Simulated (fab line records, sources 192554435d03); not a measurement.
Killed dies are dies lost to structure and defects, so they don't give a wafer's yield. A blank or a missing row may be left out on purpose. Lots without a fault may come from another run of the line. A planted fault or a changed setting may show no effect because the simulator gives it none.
fab line records | flow n5_finfet
record lots=7 wafers=21 last_day=16
route steps=1938 shown MOL_CONTACT_COAG@596 BEOL_M4@1111 PASSIVATION@1936
lots that met no fault: from a run of the same line without faults
start_h: hours from the record's first day to the start of the lot's first wafer shown | wait_h: hours since the lot's step before | " the same as in the row above | L1.1+2: a row that stands for several wafers | - no value, or no start given | * or withheld: withheld | < > ~ a bound
route shown NAME@n: a module of which the file shows steps, and the number in the route of the first | usual: mean/standard deviation of fault-free wafers | same: alike in all rows | chamber/n: place in a boat | sites: the reading at each site | _std_site: their standard deviation | _edge_site: outer sites' mean less inner sites' | radius_mm: how far each site lies from the wafer's centre | mask NAME#n: copy n | behind: the tool/chamber that last shaped the wafer | hold: why the lot was held/for how many hours/how that ended | device: the transistor (n, p or np) that didn't switch | end of line: the same wafers' tests at the end of the route | a step without rows: its recipe alone | killed: dies lost to structure and defects at the first sort, not the wafer's yield | map: a wafer's dies, x killed, . not, _ none there
set.NAME: the setting as run; set.NAME@STEP: as run at that earlier step | model.NAME: the simulator's own value behind a step, which no gauge read
lots at some steps of the route; a table a step, a row a wafer
services: from which hour (start_h, from the record's first day; less than 0 if before it) a tool's chamber was out of use, for how many hours, and why
## steps
# step N5_MOL_CONTACT_COAG_COAT_34
# recipe resist=CAR-EUV spin_rpm=1500 resist_thk_nm=40
# step N5_MOL_CONTACT_COAG_EBR_36
# recipe solvent=PGMEA ebr_width_mm=1.5
# step N5_MOL_CONTACT_COAG_SOFTBAKE_35
# recipe temp_c=110 time_s=60 resist=CAR-EUV
# step N5_MOL_CONTACT_COAG_EXPOSE_37
# recipe mask_id=VD na=0.33 source_shape=annular sigma_inner=0.3 sigma_outer=0.7 polarization=unpolarized defocus_nm=0 dose_mj=62
# step N5_MOL_CONTACT_COAG_PEB_38
# recipe peb_temp_c=100 peb_time_s=60 resist=CAR-EUV
# step N5_MOL_CONTACT_COAG_DEVELOP_39
# recipe develop_time_s=30 developer=TMAH resist=CAR-EUV rinse_liquid=surfactant_rinse dry=air_spin dev_temp_c=23
# step N5_MOL_CONTACT_COAG_CD_MEAS_40
# recipe target_cd_nm=25.1 landing_energy_ev=500 detector=se_inlens polarity=opening
# usual cd_nm=25.12/0.25
# columns lot.wafer tool chamber start_h wait_h cd_nm
L657.1 cd_sem-03 0 121.92 - 24.99
L657.3 " 0 " " 25.46
L657.5 " 0 " " 25.49
L654.2 cd_sem-02 0 124.61 - 24.86
L654.4 " 0 " " 25.46
L654.6 " 0 " " 24.82
L666.1 cd_sem-03 0 178.73 - 25.24
L666.3 " 0 " " 25.24
L666.6 " 0 " " 24.77
L667.2 cd_sem-03 0 182.43 - 25.02
L667.3 " 0 " " 25.15
L667.4 " 0 " " 25.59
L668.1 cd_sem-03 0 186.51 - 25.03
L668.2 " 0 " " 25.33
L668.3 " 0 " " 25.37
L671.1 cd_sem-01 0 203.03 - 25.41
L671.3 " 0 " " 25.51
L671.4 " 0 " " 24.76
L674.4 cd_sem-02 0 218.88 - 25.21
L674.5 " 0 " " 25.32
L674.6 " 0 " " 25.32
# step N5_MOL_CONTACT_COAG_OVL_MEAS_41
# recipe points_per_wafer=522
# usual VD_OVL=0.1/0.69
# columns lot.wafer tool chamber start_h wait_h VD_OVL[nm]
L657.1 overlay-01 0 121.95 0.0 0.8
L657.3 " 0 " " 0.4
L657.5 " 0 " " 0.7
L654.2 overlay-01 0 124.65 0.0 -0.3
L654.4 " 0 " " 0.2
L654.6 " 0 " " 0.2
L666.1 overlay-01 0 178.76 0.0 -0.3
L666.3 " 0 " " -0.4
L666.6 " 0 " " 0.4
L667.2 overlay-01 0 182.46 0.0 1.1
L667.3 " 0 " " 0.5
L667.4 " 0 " " 1.8
L668.1 overlay-01 0 186.54 0.0 0.7
L668.2 " 0 " " 0.4
L668.3 " 0 " " 0.5
L671.1 overlay-01 0 203.06 0.0 0.8
L671.3 " 0 " " -0.6
L671.4 " 0 " " 1.3
L674.4 overlay-01 0 218.92 0.0 -0.8
L674.5 " 0 " " -0.5
L674.6 " 0 " " -0.1
# step N5_MOL_CONTACT_COAG_INSPECT_42
# recipe mode=adi inspect_instrument=brightfield
# usual raw_defect_count=205/50
# columns lot.wafer tool chamber start_h wait_h raw_defect_count
L657.1 defect_inspect-02 - 122.01 0.1 227
L657.3 " - " " 89
L657.5 " - " " 164
L654.2 defect_inspect-02 - 124.70 0.0 193
L654.4 " - " " 296
L654.6 " - " " 309
L666.1 defect_inspect-01 - 178.83 0.1 168
L666.3 " - " " 197
L666.6 " - " " 170
L667.2 defect_inspect-02 - 182.52 0.0 176
L667.3 " - " " 214
L667.4 " - " " 138
L668.1 defect_inspect-01 - 186.60 0.1 277
L668.2 " - " " 153
L668.3 " - " " 192
L671.1 defect_inspect-02 - 203.12 0.1 294
L671.3 " - " " 225
L671.4 " - " " 278
L674.4 defect_inspect-02 - 218.96 0.0 207
L674.5 " - " " 171
L674.6 " - " " 205
# step N5_MOL_CONTACT_COAG_DESCUM_45
# recipe chemistry=O2 time_s=7 source_power_w=50 bias_power_w=20 pressure_mtorr=20 rf_frequency_hz=2.712e+07 temp_c=40 resist=CAR-EUV o2_flow_sccm=225
# usual drypump_motor_current_A=5.5/0.51 oes_product_au=0.79/0.11 rf_vpp_V=243.2/1.1 showerhead_plenum_p_Torr=2.09/0.053 throttle_valve_pct=20.56/0.23
# columns lot.wafer tool chamber start_h wait_h drypump_motor_current_A oes_product_au rf_hours_counter_h rf_vpp_V showerhead_plenum_p_Torr throttle_valve_pct
L657.1 rie_diel-03 1 122.47 0.5 5.9 0.68 250 242.3 2.06 20.85
L657.3 " 3 " " 5.5 0.73 217 242.6 2.17 20.74
L657.5 " 1 " " 5.9 0.68 - 242.9 2.06 20.82
L654.2 rie_diel-06 1 124.74 0.0 5.9 0.69 209 242.7 2.07 20.73
L654.4 " 3 " " 4.8 0.71 - 244.5 2.19 20.77
L654.6 " 2 " " 4.7 0.69 - 243.6 2.08 20.90
L666.1 rie_diel-05 0 179.02 0.2 5.9 0.88 43 243.4 2.02 20.35
L666.3 " 3 " " 6.1 0.70 199 242.8 2.09 20.69
L666.6 " 0 " " 5.9 0.88 - 243.2 2.02 20.35
L667.2 rie_diel-03 3 182.55 0.0 5.5 0.71 242 244.7 2.16 20.80
L667.3 " 2 " " 5.8 0.89 42 243.4 2.15 20.40
L667.4 " 1 " " 5.9 0.92 15 241.4 2.06 20.38
L668.1 rie_diel-05 3 186.64 0.0 6.1 0.71 201 242.8 2.09 20.68
L668.2 " 1 " " 5.1 0.85 37 242.7 2.13 20.30
L668.3 " 2 " " 4.8 0.73 170 241.5 2.02 20.68
L671.1 rie_diel-03 0 203.15 0.0 6.3 0.97 10 242.3 2.05 20.43
L671.3 " 1 " " 5.9 0.92 22 242.6 2.05 20.40
L671.4 " 2 " " 5.8 0.88 48 242.4 2.15 20.41
L674.4 rie_diel-06 0 218.99 0.0 5.2 0.86 51 243.5 2.12 20.08
L674.5 " 2 " " 4.7 0.92 - 242.3 2.07 20.54
L674.6 " 3 " " 4.8 0.68 - 243.0 2.17 20.82
# step N5_MOL_CONTACT_COAG_ETCH_65
# recipe chemistry=N2/H2 target=underlayer target_depth_a=130 mask_material=CAR-EUV time_s=10.4 ion_energy_ev=200 pressure_mtorr=30 source_w=840 bias_w=150 n2_flow_sccm=200 h2_flow_sccm=200 ends=cleared
# usual bias_w=150.0/0.46 drypump_motor_current_A=5.5/0.51 etch_rf_on_time_s=10.5/0.35 oes_product_au=0.68/0.096 rf_vpp_V=523.8/1.9 showerhead_plenum_p_Torr=2.53/0.072 throttle_valve_pct=17.94/0.22
# columns lot.wafer tool chamber start_h wait_h bias_w drypump_motor_current_A etch_rf_on_time_s oes_product_au rf_hours_counter_h rf_vpp_V showerhead_plenum_p_Torr throttle_valve_pct
L657.1 rie_diel-03 1 122.50 0.0 150.0 5.9 10.6 0.58 250 522.6 2.49 18.12
L657.3 " 3 " " 149.1 5.5 10.4 0.60 217 527.5 2.65 18.35
L657.5 " 1 " " 150.0 5.9 10.6 0.58 - 522.3 2.49 18.14
L654.2 rie_diel-06 1 124.78 0.0 150.5 5.9 11.0 0.57 209 523.7 2.48 18.00
L654.4 " 3 " " 150.0 4.8 10.9 0.59 - 525.6 2.63 18.02
L654.6 " 2 " " 149.9 4.7 10.5 0.58 - 522.3 2.49 18.06
L666.1 rie_diel-05 0 179.05 0.0 150.0 5.9 10.3 0.75 43 520.8 2.46 17.70
L666.3 " 3 " " 150.0 6.1 11.0 0.59 199 521.8 2.53 18.17
L666.6 " 0 " " 150.1 5.9 10.3 0.76 - 522.9 2.46 17.67
L667.2 rie_diel-03 3 182.58 0.0 150.4 5.5 10.5 0.59 242 525.4 2.64 18.37
L667.3 " 2 " " 150.6 5.8 10.0 0.77 42 524.4 2.61 17.96
L667.4 " 1 " " 150.0 5.9 10.3 0.79 15 522.0 2.48 17.66
L668.1 rie_diel-05 3 186.67 0.0 150.3 6.1 11.3 0.58 201 521.3 2.53 18.17
L668.2 " 1 " " 150.1 5.0 10.5 0.73 37 525.3 2.59 17.65
L668.3 " 2 " " 150.3 4.8 10.2 0.63 170 519.5 2.41 17.91
L671.1 rie_diel-03 0 203.19 0.0 149.3 6.3 10.7 0.80 10 523.0 2.50 17.90
L671.3 " 1 " " 150.1 5.9 10.2 0.78 22 522.8 2.48 17.67
L671.4 " 2 " " 149.6 5.8 10.1 0.77 48 524.4 2.61 17.95
L674.4 rie_diel-06 0 219.03 0.0 149.5 5.3 10.0 0.75 51 524.1 2.60 17.69
L674.5 " 2 " " 151.2 4.7 10.5 0.79 - 523.7 2.48 17.69
L674.6 " 3 " " 150.6 4.9 10.9 0.58 - 526.7 2.62 18.08
# step N5_MOL_CONTACT_COAG_ETCH_66
# recipe chemistry=CF4 target=SiARC target_depth_a=130 mask_material=CAR-EUV time_s=21.7 ion_energy_ev=80 pressure_mtorr=40 source_w=545 bias_w=36 Ar_flow_sccm=100 cf4_flow_sccm=100 ends=cleared
# usual bias_w=36.00/0.1 drypump_motor_current_A=5.5/0.51 etch_rf_on_time_s=22.0/0.72 oes_product_au=0.68/0.093 rf_vpp_V=184.1/1 showerhead_plenum_p_Torr=2.14/0.048 throttle_valve_pct=15.67/0.26
# columns lot.wafer tool chamber start_h wait_h bias_w drypump_motor_current_A etch_rf_on_time_s oes_product_au rf_hours_counter_h rf_vpp_V showerhead_plenum_p_Torr throttle_valve_pct
L657.1 rie_diel-03 1 122.52 0.0 35.92 5.9 22.3 0.58 250 184.2 2.09 15.87
L657.3 " 3 " " 36.14 5.5 22.1 0.61 217 183.4 2.20 15.87
L657.5 " 1 " " 35.91 5.9 22.4 0.57 - 184.2 2.09 15.88
L654.2 rie_diel-06 1 124.80 0.0 36.09 5.9 23.2 0.58 209 183.8 2.12 15.97
L654.4 " 3 " " 35.84 4.8 22.7 0.59 - 184.5 2.22 15.85
L654.6 " 2 " " 35.95 4.7 21.8 0.58 - 183.1 2.12 15.98
L666.1 rie_diel-05 0 179.07 0.0 36.10 5.9 21.1 0.75 43 183.3 2.10 15.69
L666.3 " 3 " " 35.93 6.1 22.9 0.59 199 183.5 2.13 15.85
L666.6 " 0 " " 36.12 5.9 21.0 0.76 - 183.6 2.10 15.66
L667.2 rie_diel-03 3 182.60 0.0 35.98 5.5 21.8 0.60 242 186.8 2.19 15.93
L667.3 " 2 " " 36.06 5.8 21.3 0.77 42 183.4 2.17 15.24
L667.4 " 1 " " 36.04 5.9 21.3 0.80 15 184.1 2.08 15.36
L668.1 rie_diel-05 3 186.69 0.0 36.06 6.1 23.0 0.59 201 184.2 2.12 15.85
L668.2 " 1 " " 35.89 5.1 21.9 0.72 37 184.9 2.17 15.38
L668.3 " 2 " " 36.13 4.8 21.0 0.63 170 184.7 2.05 15.70
L671.1 rie_diel-03 0 203.21 0.0 36.01 6.2 22.4 0.80 10 184.1 2.13 15.70
L671.3 " 1 " " 36.07 5.9 21.1 0.78 22 183.0 2.08 15.40
L671.4 " 2 " " 35.95 5.7 21.4 0.76 48 184.2 2.16 15.24
L674.4 rie_diel-06 0 219.05 0.0 36.09 5.3 21.1 0.75 51 184.7 2.19 15.33
L674.5 " 2 " " 35.84 4.7 21.5 0.79 - 182.9 2.11 15.52
L674.6 " 3 " " 35.92 4.8 22.6 0.57 - 186.7 2.21 15.93
# step N5_MOL_CONTACT_COAG_ALD_133
# recipe material=SiO2 target_thk_a=50 temp_c=100 ald_precursor_family=BDEAS ald_co_reactant=O2-plasma pulse_time_s=1 co_reactant_pulse_time_s=1 purge_time_s=2 co_reactant_purge_time_s=2 ald_cycles=35 pressure_torr=2
# usual heater_power_w=78/9.4 precursor_pulse_height_rel=0.999/0.018 susceptor_temp_C=99.99/0.12
# same purge_time_s=2
# columns lot.wafer tool chamber start_h wait_h heater_power_w precursor_pulse_height_rel susceptor_temp_C
L657.1 ald_sin-03 0 123.04 0.5 75 0.964 99.99
L657.3 " 2 " " 84 1.000 100.00
L657.5 " 1 " " 72 1.006 99.83
L654.2 ald_sin-01 3 124.88 0.1 77 0.997 99.94
L654.4 " 0 " " 57 0.961 99.81
L654.6 " 2 " " 97 1.016 100.10
L666.1 ald_sin-03 3 179.15 0.1 83 0.993 97.79
L666.3 " 2 " " 87 1.001 99.86
L666.6 " 3 " " 87 0.996 97.62
L667.2 ald_sin-03 3 182.87 0.2 85 0.984 97.62
L667.3 " 1 " " 67 1.026 100.15
L667.4 " 0 " " 78 0.977 99.83
L668.1 ald_sin-03 3 187.06 0.3 85 0.993 97.63
L668.2 " 0 " " 76 0.990 99.95
L668.3 " 2 " " 85 0.982 100.02
L671.1 ald_sin-01 2 203.29 0.1 100 1.031 100.01
L671.3 " 3 " " 77 1.021 99.88
L671.4 " 0 " " 58 0.986 99.88
L674.4 ald_sin-02 1 219.13 0.1 79 1.003 100.11
L674.5 " 1 " " 80 0.987 99.98
L674.6 " 0 " " 73 1.005 99.84
# step N5_MOL_CONTACT_COAG_ETCHBACK_134
# recipe chemistry=CHF3 target=SiO2 target_depth_a=100 time_s=6.7 ion_energy_ev=200 pressure_mtorr=30 source_w=610 bias_w=170 Ar_flow_sccm=200 CHF3_flow_sccm=50
# usual bias_w=170.0/0.54 drypump_motor_current_A=5.5/0.52 oes_product_au=0.81/0.1 rf_vpp_V=522/14 showerhead_plenum_p_Torr=2.36/0.055 throttle_valve_pct=18.74/0.22
# columns lot.wafer tool chamber start_h wait_h bias_w drypump_motor_current_A oes_product_au rf_hours_counter_h rf_vpp_V showerhead_plenum_p_Torr throttle_valve_pct
L657.1 rie_diel-05 1 123.29 0.2 169.4 5.1 0.89 13 541 2.42 18.45
L657.3 " 3 " " 170.2 6.1 0.71 178 520 2.37 18.86
L657.5 " 1 " " 169.3 5.1 0.91 - 540 2.42 18.44
L654.2 rie_diel-06 3 125.06 0.1 170.8 4.9 0.70 187 517 2.49 19.07
L654.4 " 2 " " 168.9 4.7 0.69 - 511 2.33 18.96
L654.6 " 3 " " 170.0 4.8 0.70 - 518 2.49 19.05
L666.1 rie_diel-05 0 179.39 0.2 170.5 5.9 0.89 44 517 2.33 18.80
L666.3 " 1 " " 170.6 5.1 0.86 34 542 2.41 18.48
L666.6 " 2 " " 169.8 4.8 0.73 - 498 2.28 18.81
L667.2 rie_diel-05 3 183.05 0.1 170.4 6.1 0.69 200 520 2.36 18.90
L667.3 " 2 " " 169.5 4.9 0.73 169 497 2.28 18.82
L667.4 " 1 " " 170.8 5.1 0.85 35 540 2.41 18.48
L668.1 rie_diel-05 1 187.25 0.1 170.1 5.1 0.84 37 540 2.41 18.50
L668.2 " 0 " " 169.7 5.9 0.87 46 517 2.33 18.79
L668.3 " 3 " " 170.5 6.1 0.70 201 519 2.36 18.89
L671.1 rie_diel-06 0 203.47 0.1 169.9 5.3 0.87 45 505 2.43 18.44
L671.3 " 1 " " 169.7 5.9 0.66 242 520 2.35 19.16
L671.4 " 2 " " 169.4 4.7 0.96 4 510 2.33 18.57
L674.4 rie_diel-05 1 219.33 0.1 169.9 5.1 0.83 - 541 2.40 18.51
L674.5 " 3 " " 170.0 6.0 0.69 - 521 2.35 18.90
L674.6 " 0 " " 170.4 5.9 0.86 - 515 2.32 18.82
# step N5_BEOL_M4_RC_MEAS_101
# usual DIBL_N=36.9/2.1 DIBL_P=37.1/2.5 IOFF_N=0.17/0.039 IOFF_P=0.23/0.043 ION_N=673/15 ION_P=462/9.1 SS_N=71.8/0.69 SS_P=73.6/0.74 VT_N=250/3.6 VT_P=-249.7/2.9
# columns lot.wafer tool chamber start_h wait_h DIBL_N[mV/V] DIBL_P[mV/V] IOFF_N[nA/um] IOFF_P[nA/um] ION_N[uA/um] ION_P[uA/um] SS_N[mV/dec] SS_P[mV/dec] VT_N[mV] VT_P[mV]
L657.1 prober-01 0 180.64 0.0 37.8 38.7 0.20 0.24 678 455 71.4 73.9 246 -248.7
L657.3 " 0 " " 36.0 36.0 0.15 0.20 658 450 71.2 73.1 248 -253.2
L657.5 " 0 " " 37.2 36.7 0.18 0.21 678 458 71.3 73.7 249 -250.8
L654.2 prober-01 0 185.74 0.2 36.8 37.2 0.15 0.17 656 444 71.6 72.9 253 -253.3
L654.4 " 0 " " 35.9 36.2 0.14 0.17 670 448 71.2 72.6 253 -256.1
L654.6 " 0 " " 37.9 38.3 0.18 0.20 670 457 71.5 73.4 250 -251.9
L666.1 prober-02 0 242.29 0.0 34.7 36.9 0.15 0.22 672 462 71.4 73.3 252 -248.3
L666.3 " 0 " " 36.3 38.0 0.17 0.25 668 461 72.2 73.6 253 -250.1
L666.6 " 0 " " 32.3 33.3 0.12 0.17 649 450 72.0 71.9 255 -253.8
L667.2 prober-01 0 251.01 0.2 37.1 36.0 0.14 0.19 666 459 71.9 73.2 257 -253.7
L667.3 " 0 " " 38.0 38.7 0.16 0.25 665 465 72.0 74.2 252 -249.0
L667.4 " 0 " " 36.7 35.0 0.14 0.18 677 461 71.5 72.9 252 -251.7
L668.1 prober-01 0 257.49 0.0 37.7 38.6 0.18 0.25 681 471 71.3 73.1 248 -247.8
L668.2 " 0 " " 39.9 40.1 0.20 0.27 669 458 72.0 74.2 249 -248.6
L668.3 " 0 " " 35.8 35.0 0.14 0.19 671 467 70.7 73.1 253 -252.3
L671.1 prober-01 0 267.24 0.0 38.3 39.8 0.20 0.27 673 466 71.8 73.5 248 -246.5
L671.3 " 0 " " 33.0 33.7 0.12 0.17 668 461 70.6 72.0 254 -255.0
L671.4 " 0 " " 34.1 33.8 0.13 0.17 647 449 70.8 72.3 252 -254.0
L674.4 prober-02 0 284.32 0.5 34.1 34.3 0.13 0.19 661 460 71.3 72.4 254 -252.5
L674.5 " 0 " " 36.7 37.7 0.18 0.23 694 476 71.5 73.7 246 -250.5
L674.6 " 0 " " 35.0 35.4 0.15 0.20 682 471 70.8 74.0 251 -250.0
# step N5_PASSIVATION_PROBE_49
# usual defect_limited_yield=91.3/1.4 killed_at_M0_to_M3=32/9.5 killed_at_M4_up=14/5.2 killed_at_contacts=13/5.7 killed_at_front_end=41/12 killed_at_other=3.5/2.6 killed_dies=103/17 killed_open=68/14 killed_short=32/7 sort_bin_5_function=5.0/0.91 sort_bin_6_memory=3.3/0.7 sort_n_pass=1076/17 sort_yield_pct=91.2/1.4
# same gross_dies=1180 killed_at_back_side=0 sort_bin_4_leakage[%]=0 sort_bin_8_speed[%]=0
# columns lot.wafer tool chamber start_h wait_h defect_limited_yield[%] killed_at_M0_to_M3 killed_at_M4_up killed_at_contacts killed_at_front_end killed_at_other killed_dies killed_open killed_short sort_bin_5_function[%] sort_bin_6_memory[%] sort_n_pass sort_yield_pct[%]
L654.2 prober-02 - 289.76 0.1 91.6 26 18 16 33 6 99 68 30 5.3 3.0 1081 91.6
L654.4 prober-02 - 289.86 0.2 87.5 44 19 32 47 5 147 94 51 7.6 4.4 1033 87.5
L654.6 prober-02 - 289.96 0.3 90.5 35 16 23 37 1 112 78 34 5.7 3.6 1068 90.5
L666.1 prober-01 - 341.68 0.0 90.9 27 14 11 53 2 107 65 36 5.4 2.9 1073 90.9
L666.3 prober-01 - 341.78 0.1 89.3 37 13 16 56 4 126 82 44 6.1 4.4 1054 89.3
L666.6 prober-01 - 341.93 0.3 92.8 30 9 16 24 6 85 61 23 4.4 2.5 1095 92.8
L668.1 prober-02 - 359.24 0.0 90.8 35 10 17 42 5 109 74 34 5.4 3.1 1071 90.8
L668.2 prober-02 - 359.29 0.1 92.0 38 6 6 42 2 94 60 34 4.2 3.6 1086 92.0
L668.3 prober-02 - 359.34 0.1 93.2 29 10 6 27 8 80 50 30 3.6 3.1 1100 93.2
L671.1 prober-02 - 364.73 0.0 92.3 38 10 18 23 2 91 56 34 4.2 3.2 1089 92.3
L671.3 prober-02 - 364.83 0.1 90.4 50 12 14 35 2 113 78 34 5.8 3.3 1067 90.4
L671.4 prober-02 - 364.88 0.2 90.8 43 20 11 31 3 108 69 29 5.5 2.9 1072 90.8
L674.4 prober-01 - 378.23 0.2 89.1 34 11 23 59 2 129 90 31 6.0 4.0 1051 89.1
L674.5 prober-01 - 378.28 0.2 92.9 26 11 11 36 0 84 60 24 4.7 2.2 1096 92.9
L674.6 prober-01 - 378.33 0.3 90.1 34 9 12 62 0 117 82 28 5.6 3.6 1063 90.1
# killed by level:class
L654.2 MOL_CONTACT_COAG:geometric_particle:open=11 BEOL_M4:geometric_particle:open=7 STI_FIN_REVEAL:geometric_particle:open=5 DUMMY_GATE:geometric_particle:open=5 BEOL_M3:geometric_particle:open=5 MOL_CONTACT_COAG:geometric_particle:short=5 BEOL_M3:geometric_particle:short=5 BEOL_M0:geometric_particle:open=4
L654.4 MOL_CONTACT_COAG:geometric_particle:open=21 STI_FIN_REVEAL:geometric_particle:open=11 MOL_CONTACT_COAG:geometric_particle:short=11 BEOL_M3:geometric_particle:open=11 BEOL_M4:geometric_particle:open=10 BEOL_M0_SAQP:geometric_particle:short=9 FIN_SAQP:geometric_particle:open=7 BEOL_M2:geometric_particle:open=7
L654.6 MOL_CONTACT_COAG:geometric_particle:open=19 STI_FIN_REVEAL:geometric_particle:open=13 BEOL_M3:geometric_particle:open=8 FIN_SAQP:geometric_particle:open=7 BEOL_M1:geometric_particle:open=6 BEOL_M4:geometric_particle:open=6 FIN_SAQP:geometric_particle:short=5 GATE_CUT:geometric_particle:short=4
L666.1 FIN_SAQP:geometric_particle:open=14 MOL_CONTACT_COAG:geometric_particle:open=10 BEOL_M0:geometric_particle:open=10 GATE_CUT:geometric_particle:short=9 BEOL_M1:geometric_particle:open=8 FIN_SAQP:geometric_particle:short=8 BEOL_M4:geometric_particle:open=7 HKMG_FIN:area_etch=6
L666.3 FIN_SAQP:geometric_particle:open=18 MOL_CONTACT_COAG:geometric_particle:open=12 FIN_SAQP:geometric_particle:short=9 GATE_CUT:geometric_particle:short=9 BEOL_M1:geometric_particle:open=9 BEOL_M0_SAQP:geometric_particle:open=6 BEOL_M3:geometric_particle:open=5 BEOL_M4:geometric_particle:open=5
L666.6 MOL_CONTACT_COAG:geometric_particle:open=16 BEOL_M2:geometric_particle:open=7 FIN_SAQP:geometric_particle:open=6 GATE_CUT:geometric_particle:short=5 BEOL_M0_SAQP:geometric_particle:short=5 BEOL_M1:geometric_particle:open=5 DUMMY_GATE:geometric_particle:open=3 BEOL_M0:geometric_particle:open=3
L668.1 MOL_CONTACT_COAG:geometric_particle:open=16 BEOL_M0_SAQP:geometric_particle:open=14 BEOL_M0_SAQP:geometric_particle:short=13 FIN_SAQP:geometric_particle:open=12 BEOL_M4:geometric_particle:open=8 GATE_CUT:geometric_particle:short=8 STI_FIN_REVEAL:geometric_particle:open=5 BEOL_M2:geometric_particle:open=5
L668.2 BEOL_M0_SAQP:geometric_particle:short=15 FIN_SAQP:geometric_particle:open=9 BEOL_M0_SAQP:geometric_particle:open=8 FIN_SAQP:geometric_particle:short=7 STI_FIN_REVEAL:geometric_particle:open=7 BEOL_M0:geometric_particle:open=6 MOL_CONTACT_COAG:geometric_particle:open=5 GATE_CUT:geometric_particle:short=4
L668.3 BEOL_M0_SAQP:geometric_particle:short=11 BEOL_M0_SAQP:geometric_particle:open=11 BEOL_M4:geometric_particle:open=7 FIN_SAQP:geometric_particle:open=6 GATE_CUT:geometric_particle:short=6 MOL_CONTACT_COAG:geometric_particle:open=5 STARTING-WAFER:geometric_particle:open=5 DUMMY_GATE:geometric_particle:open=4
L671.1 BEOL_M0_SAQP:geometric_particle:short=12 MOL_CONTACT_COAG:geometric_particle:open=12 BEOL_M0_SAQP:geometric_particle:open=12 MOL_CONTACT_COAG:geometric_particle:short=6 FIN_SAQP:geometric_particle:open=4 BEOL_M2:geometric_particle:open=4 BEOL_M2:geometric_particle:short=4 BEOL_M5:geometric_particle:open=4
L671.3 BEOL_M0_SAQP:geometric_particle:open=21 STI_FIN_REVEAL:geometric_particle:open=15 MOL_CONTACT_COAG:geometric_particle:open=13 BEOL_M0_SAQP:geometric_particle:short=11 BEOL_M2:geometric_particle:open=6 BEOL_M4:geometric_particle:open=5 BEOL_M2:geometric_particle:short=4 BEOL_M6:geometric_particle:open=4
L671.4 BEOL_M0_SAQP:geometric_particle:open=10 MOL_CONTACT_COAG:geometric_particle:open=10 BEOL_M0_SAQP:geometric_particle:short=9 BEOL_M2:geometric_particle:open=9 BEOL_M4:geometric_particle:open=9 BEOL_M1:geometric_particle:open=8 HKMG_FIN:area_etch=8 BEOL_M5:geometric_particle:open=5
L674.4 STI_FIN_REVEAL:geometric_particle:open=20 MOL_CONTACT_COAG:geometric_particle:open=17 BEOL_M1:geometric_particle:open=14 FIN_SAQP:geometric_particle:open=9 BEOL_M3:geometric_particle:open=8 HKMG_FIN:area_etch=8 BEOL_M4:geometric_particle:open=7 STI_FIN_REVEAL:geometric_particle:short=6
L674.5 STI_FIN_REVEAL:geometric_particle:open=12 MOL_CONTACT_COAG:geometric_particle:open=9 BEOL_M1:geometric_particle:open=8 BEOL_M3:geometric_particle:open=8 FIN_SAQP:geometric_particle:open=6 FIN_SAQP:geometric_particle:short=4 GATE_CUT:geometric_particle:short=4 BEOL_M4:geometric_particle:open=4
L674.6 STI_FIN_REVEAL:geometric_particle:open=17 FIN_SAQP:geometric_particle:open=11 MOL_CONTACT_COAG:geometric_particle:open=11 BEOL_M1:geometric_particle:open=10 FIN_SAQP:geometric_particle:short=8 BEOL_M3:geometric_particle:open=7 HKMG_FIN:area_etch=7 BEOL_M0_SAQP:geometric_particle:open=6
## services
# columns tool chamber start_h hours kind
ald_sin-01 - 99.25 14.6 pm
rie_diel-06 0 100.78 9.1 repair
rie_diel-06 - 119.48 4.4 repair
rie_diel-06 0 124.63 1.7 repair
rie_diel-03 1 130.75 - clean
rie_diel-03 1 130.75 - consumable_replace:focus_ring
rie_diel-03 1 130.75 17.5 scheduled_down
rie_diel-03 1 130.75 17.5 vent_cycle
ald_sin-03 3 142.57 3.6 repair
rie_diel-03 0 149.30 - clean
rie_diel-03 0 149.30 - consumable_replace:focus_ring
rie_diel-03 0 149.30 25.7 scheduled_down
rie_diel-03 0 149.30 25.7 vent_cycle
rie_diel-03 - 158.24 0.4 repair
rie_diel-06 2 168.19 - clean
rie_diel-03 3 168.79 4.2 repair
ald_sin-02 - 176.82 14.0 pm
ald_sin-02 - 192.50 2.8 pm
ald_sin-03 3 204.97 1.7 repair
rie_diel-03 3 205.74 - clean
rie_diel-03 3 205.74 - consumable_replace:focus_ring
rie_diel-03 3 205.74 18.8 scheduled_down
rie_diel-03 3 205.74 18.8 vent_cycle
rie_diel-03 0 218.61 7.7 repair
## key
first_sign step=N5_MOL_CONTACT_COAG_ALD_133 reading=susceptor_temp_C direction=down sigmas=20 usual=* struck=*
effect none on later readings
met_at N5_MOL_CONTACT_COAG_ALD_133
struck_wafers L666.1,L666.6,L667.2,L668.1
fault kind=process_parameter_drift tool=ald_sin-03 chamber=3 onset_h=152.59 steps=N5_MOL_CONTACT_COAG_ALD_133 channel=temp_c offset=* shape=step end_h=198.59 acts_in=* stated=*
